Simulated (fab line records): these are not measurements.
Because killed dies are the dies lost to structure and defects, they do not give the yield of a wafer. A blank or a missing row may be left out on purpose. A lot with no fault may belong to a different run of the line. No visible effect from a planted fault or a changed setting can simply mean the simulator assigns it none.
Which of the tools did it? | flow n5Finfet | Sampling: 11 lots, 32 wafers, 4 of 1938 route steps

== WHAT THE GAUGES SHOWED, per wafer ==
N5_BEOL_M8_CD_MEAS_35: the cd target is 40 nm. Usual: cdNm reads 39.8 nm (standard deviation 0.62).
lot  | measured     | on       | cdNm (nm)      | flag
L471 | day 9 19:21  | cdSem-01 | 40.2 39.5 39.4 | 
L472 | day 9 23:12  | cdSem-02 | 40.4 40.5 40.1 | 
L473 | day 10 08:23 | cdSem-01 | 39.2 39.3 40.0 | 
L478 | day 11 14:16 | cdSem-02 | 38.5 38.6      | 
L479 | day 11 14:40 | cdSem-01 | 39.5 39.7 39.1 | 
L480 | day 11 17:14 | cdSem-01 | 40.0 40.1 39.8 | 
L491 | day 14 15:19 | cdSem-01 | 38.7 38.9 39.2 | 
L490 | day 14 17:29 | cdSem-03 | 40.7 41.0 40.7 | 
L488 | day 14 23:12 | cdSem-01 | 39.4 40.8 39.8 | 
L492 | day 14 23:28 | cdSem-02 | 40.4 40.8 40.3 | 
L494 | day 15 11:35 | cdSem-01 | 40.2 38.9 39.8 | 

== WHAT TOOL EACH LOT RAN ON (gives the tool, then ch and the chambers of the sampled wafers, and finally the start) ==
lot  | N5_BEOL_M8_HM_DEP_02        | N5_BEOL_M8_STRIP_19               | N5_BEOL_M8_ETCH_65
L471 | pvdSputter-02, day 9 16:22  | rieDiel-02 ch 2,3, day 9 17:51    | rieDiel-03 ch 0,2,3, day 9 18:49
L472 | pvdSputter-01, day 9 20:33  | rieDiel-03 ch 0,1,2, day 9 21:50  | rieDiel-04 ch 0,1,2, day 9 22:40
L473 | pvdSputter-01, day 10 04:33 | rieDiel-02 ch 1,3, day 10 05:38   | rieDiel-04 ch 0,1,3, day 10 07:52
L478 | pvdSputter-01, day 11 09:17 | rieDiel-02 ch 2,3, day 11 11:40   | rieDiel-02 ch 0,3, day 11 13:44
L479 | pvdSputter-01, day 11 09:35 | rieDiel-03 ch 0,2,3, day 11 12:10 | rieDiel-02 ch 0,1,2, day 11 14:08
L480 | pvdSputter-01, day 11 13:39 | rieDiel-03 ch 0,2,3, day 11 15:36 | rieDiel-02 ch 0,2, day 11 16:43
L491 | pvdSputter-01, day 14 12:29 | rieDiel-04 ch 0,1,2, day 14 13:29 | rieDiel-03 ch 1,2,3, day 14 14:47
L490 | pvdSputter-02, day 14 15:07 | rieDiel-02 ch 1,3, day 14 16:01   | rieDiel-04 ch 0,1,2, day 14 16:58
L488 | pvdSputter-02, day 14 19:13 | rieDiel-04 ch 0,2,3, day 14 20:16 | rieDiel-04 ch 1,2,3, day 14 22:40
L492 | pvdSputter-03, day 14 20:28 | rieDiel-02 ch 0,1,3, day 14 21:20 | rieDiel-02 ch 1,2, day 14 22:55
L494 | pvdSputter-01, day 15 07:56 | rieDiel-03 ch 2,3, day 15 08:56   | rieDiel-02 ch 1,2,3, day 15 11:01
- N5_BEOL_M8_HM_DEP_02: deposits TiN, target thk 20 nm.
- N5_BEOL_M8_STRIP_19: strips in O2.
- N5_BEOL_M8_ETCH_65: etches SiARC in CF4, target depth 15.6 nm, time 26 s.

== AS READ BY THE TOOLS THEMSELVES (means over the sampled wafers that have a number; for cases with no such wafer, the mark the record gives instead) ==
N5_BEOL_M8_HM_DEP_02. Usual: substrateTempC 25.00 C, standard deviation 0.11; throttleValvePct 29.7 %, standard deviation 1.1.
lot  | tool          | substrateTempC (C) | throttleValvePct (%) | flag
L471 | pvdSputter-02 | 24.96              | 29.8                 | 
L472 | pvdSputter-01 | 24.93              | 30.0                 | 
L473 | pvdSputter-01 | 24.94              | 29.5                 | 
L478 | pvdSputter-01 | 24.96              | 29.8                 | 
L479 | pvdSputter-01 | 24.95              | 29.8                 | 
L480 | pvdSputter-01 | 24.96              | 29.3                 | 
L491 | pvdSputter-01 | 24.97              | 29.4                 | 
L490 | pvdSputter-02 | 24.96              | 29.1                 | 
L488 | pvdSputter-02 | 25.13              | 29.2                 | 
L492 | pvdSputter-03 | 24.90              | 30.3                 | 
L494 | pvdSputter-01 | 25.07              | 30.1                 | 

N5_BEOL_M8_STRIP_19. Usual: drypumpMotorCurrentA 5.9 A, standard deviation 0.35; oesProductAu 0.78 a.u., standard deviation 0.087; rfVppV 3.7 V, standard deviation 0.59; showerheadPlenumPTorr 2.06 Torr, standard deviation 0.065; throttleValvePct 16.62 %, standard deviation 0.21.
lot  | tool       | drypumpMotorCurrentA (A) | oesProductAu (a.u.) | rfVppV (V) | showerheadPlenumPTorr (Torr) | throttleValvePct (%) | flag
L471 | rieDiel-02 | 5.8                      | 0.79                | 3.3        | 2.16                         | 16.64                | 
L472 | rieDiel-03 | 6.1                      | 0.75                | 3.6        | 2.05                         | 16.69                | 
L473 | rieDiel-02 | 5.7                      | 0.82                | 4.0        | 2.10                         | 16.57                | 
L478 | rieDiel-02 | 5.7                      | 0.79                | 4.1        | 2.15                         | 16.66                | 
L479 | rieDiel-03 | 5.9                      | 0.73                | 2.9        | 2.02                         | 16.70                | 
L480 | rieDiel-03 | 5.9                      | 0.72                | 3.9        | 2.02                         | 16.71                | 
L491 | rieDiel-04 | 6.1                      | 0.85                | 4.0        | 2.09                         | 16.36                | 
L490 | rieDiel-02 | 5.7                      | 0.86                | 3.5        | 2.09                         | 16.48                | 
L488 | rieDiel-04 | 5.6                      | 0.86                | 3.6        | 2.12                         | 16.49                | 
L492 | rieDiel-02 | 6.0                      | 0.84                | 3.8        | 2.05                         | 16.49                | 
L494 | rieDiel-03 | 5.7                      | 0.70                | 4.1        | 2.04                         | 16.73                | 

N5_BEOL_M8_ETCH_65. Usual: drypumpMotorCurrentA 5.9 A (standard deviation 0.39); etchRfOnTimeS 26.2 s (standard deviation 0.54); oesProductAu 0.68 a.u. (standard deviation 0.071); rfFwdPowerW 532.6 W (standard deviation 2.2); rfVppV 183.9 V (standard deviation 1.2); showerheadPlenumPTorr 2.13 Torr (standard deviation 0.069); throttleValvePct 15.54 % (standard deviation 0.19).
lot  | tool       | drypumpMotorCurrentA (A) | etchRfOnTimeS (s) | oesProductAu (a.u.) | rfFwdPowerW (W) | rfVppV (V) | showerheadPlenumPTorr (Torr) | throttleValvePct (%) | flag
L471 | rieDiel-03 | 5.9                      | 26.0              | 0.63                | 532.5           | 183.2      | 2.08                         | 15.64                | 
L472 | rieDiel-04 | 6.1                      | 26.1              | 0.69                | 532.4           | 184.1      | 2.15                         | 15.40                | 
L473 | rieDiel-04 | 5.7                      | 25.9              | 0.73                | 532.8           | 183.3      | 2.18                         | 15.39                | 
L478 | rieDiel-02 | 5.9                      | 26.5              | 0.70                | 531.8           | 183.8      | 2.12                         | 15.57                | 
L479 | rieDiel-02 | 6.1                      | 26.1              | 0.63                | 532.0           | 184.1      | 2.13                         | 15.59                | 
L480 | rieDiel-02 | 6.1                      | 26.2              | 0.64                | 534.6           | 184.3      | 2.16                         | 15.54                | 
L491 | rieDiel-03 | 6.1                      | 26.1              | 0.66                | 531.4           | 183.3      | 2.08                         | 15.67                | 
L490 | rieDiel-04 | 6.1                      | 28.1              | 0.69                | 489.9           | 190.0      | 2.14                         | 15.30                | OFF
L488 | rieDiel-04 | 5.8                      | 28.2              | 0.68                | 488.7           | 189.8      | 2.11                         | 15.45                | OFF
L492 | rieDiel-02 | 5.9                      | 26.7              | 0.65                | 535.7           | 185.2      | 2.17                         | 15.48                | 
L494 | rieDiel-02 | 5.8                      | 26.6              | 0.68                | 532.3           | 183.5      | 2.16                         | 15.51                | 

== THE ANSWER, worked out from the rows above alone ==
Rule: lot off if the mean of its wafers having a number is beyond 3 standard deviations from the usual mean. Also off: a lot with no number at a reading for which 4 or more lots have one. Where the step has rows for the other lots, those lots are counted as sound. First the gauges in route order, then the tools' own readings, where a lot's mean is used as printed above. At the first step where some lot is off, the reading lying furthest off is the one used; lots without a number count as furthest.
Off, at N5_BEOL_M8_ETCH_65 on rfFwdPowerW: L490, L488.
If a tool, at that step or one of the process steps before it, ran each lot that is off and ran no sound lot following the first of them, it fits. Undecided on this evidence; 2 tools fit (pvdSputter-02 at N5_BEOL_M8_HM_DEP_02, rieDiel-04 at N5_BEOL_M8_ETCH_65).

== WHAT WAS PUT IN BY THE SIMULATOR ==
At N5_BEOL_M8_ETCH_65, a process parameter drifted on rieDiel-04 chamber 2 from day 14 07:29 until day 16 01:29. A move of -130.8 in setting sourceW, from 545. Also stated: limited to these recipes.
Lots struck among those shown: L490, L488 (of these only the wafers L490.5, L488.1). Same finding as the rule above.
